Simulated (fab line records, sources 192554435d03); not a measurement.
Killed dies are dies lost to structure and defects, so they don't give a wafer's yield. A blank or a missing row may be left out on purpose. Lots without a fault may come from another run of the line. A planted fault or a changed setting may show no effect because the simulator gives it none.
Problem report in the 8D (eight disciplines) form, filled by code | flow n5_finfet | the parts of the form that need people (team, actions taken, sign-off) are left out

1. THE PROBLEM
cf4_flow_sccm at N5_BEOL_M4_ETCH_69 reads a mean of 69.9 sccm on 3 wafers of 2 lots; wafers without a fault read 100.0 sccm with a standard deviation of 0.38. That is -79 standard deviations from the usual mean.
The step: etches SiARC in CF4, target depth 15.6 nm, time 26 s.
First seen on wafer L297.2, day 10 13:59, on rie_diel-06. The record holds 27 wafers of 9 lots with a number at this step. Rule for "out", or "out of limits": more than 4 standard deviations from the usual mean. The other wafers with a number count as sound.

2. WHAT IT IS AND WHAT IT IS NOT
question                    | is                                      | is not
which readings at this step | cf4_flow_sccm, showerhead_plenum_p_Torr | drypump_motor_current_A, etch_rf_on_time_s, oes_product_au, rf_vpp_V
which lots                  | L297, L299                              | L288, L293, L294, L295, L300, L307, L308
which wafers of those lots  | L297.2, L299.1, L299.5                  | L297.3, L297.6, L299.4
read on which tools         | rie_diel-06                             | rie_diel-03, rie_diel-04
when                        | from day 10 13:59                       | up to then (14 sound wafers); but 10 sound wafers of L299, L300, L307, L308 came after

3. SUSPECTS, AND WHAT RULES EACH OUT
Counting: a tool at a process step up to the reading stays a suspect if it ran every lot that is out. Sound lots after the first of them don't rule it out here, since some wafers of a struck lot are sound.
- rie_diel-06 at N5_BEOL_M4_DESCUM_16 (chemistry O2, time 7 s): kept. It ran every lot that is out, first L297 (day 10 12:58); its last sound lot up to then is L294 (day 9 16:46).
- rie_diel-06 at N5_BEOL_M4_ETCH_63 (etches SiARC in CF4, target depth 15.6 nm, time 26 s): kept. It ran every lot that is out, first L297 (day 10 13:01); its last sound lot up to then is L294 (day 9 16:50).
- rie_diel-06 at N5_BEOL_M4_ETCH_69 (etches SiARC in CF4, target depth 15.6 nm, time 26 s): kept. It ran every lot that is out, first L297 (day 10 13:59); its last sound lot up to then is L295 (day 9 17:18). Its own readings are out on those wafers: cf4_flow_sccm, showerhead_plenum_p_Torr.
- Within rie_diel-06 at N5_BEOL_M4_ETCH_69: the wafers that are out ran in chamber 1; their sound lot-mates ran in chambers 0, 2.
Left after counting: rie_diel-06 at N5_BEOL_M4_DESCUM_16, rie_diel-06 at N5_BEOL_M4_ETCH_63, rie_diel-06 at N5_BEOL_M4_ETCH_69.

4. THE CAUSE (what the simulator had put in)
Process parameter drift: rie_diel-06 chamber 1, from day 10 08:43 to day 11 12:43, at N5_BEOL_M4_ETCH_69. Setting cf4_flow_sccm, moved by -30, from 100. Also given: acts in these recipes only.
Counting left 3 suspects, and this tool is among them.

5. THE CHAIN OF EFFECTS, in route order
Each row: a reading whose mean over the struck wafers that have a number lies more than 3 standard deviations from the usual. Only readings for which the record gives a usual standard deviation are gone through. hours: the time from each lot's start at the first step in this table that gives one to its start at this step, as a median over the lots. sigmas: the change in usual standard deviations.
hours | step               | reading                  | usual      | on struck wafers | change | sigmas
0     | N5_BEOL_M4_ETCH_69 | cf4_flow_sccm            | 100.0 sccm | 69.9             | -30.1  | -79
0     | N5_BEOL_M4_ETCH_69 | showerhead_plenum_p_Torr | 2.16 Torr  | 1.84             | -0.32  | -5.0
0     | N5_BEOL_M4_ETCH_69 | throttle_valve_pct       | 15.57 %    | 14.65            | -0.92  | -3.3
The process steps in it:
- N5_BEOL_M4_ETCH_69: etches SiARC in CF4, target depth 15.6 nm, time 26 s.
Later measuring or inspecting steps at which every struck wafer that the step has a row for has a number for every such reading, and none has moved that far: N5_BEOL_M4_RC_MEAS_101.

6. WHAT WOULD HAVE CAUGHT IT SOONER
In this record the first reading out of limits was taken at day 10 13:59, 5 hours after the fault began at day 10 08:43.
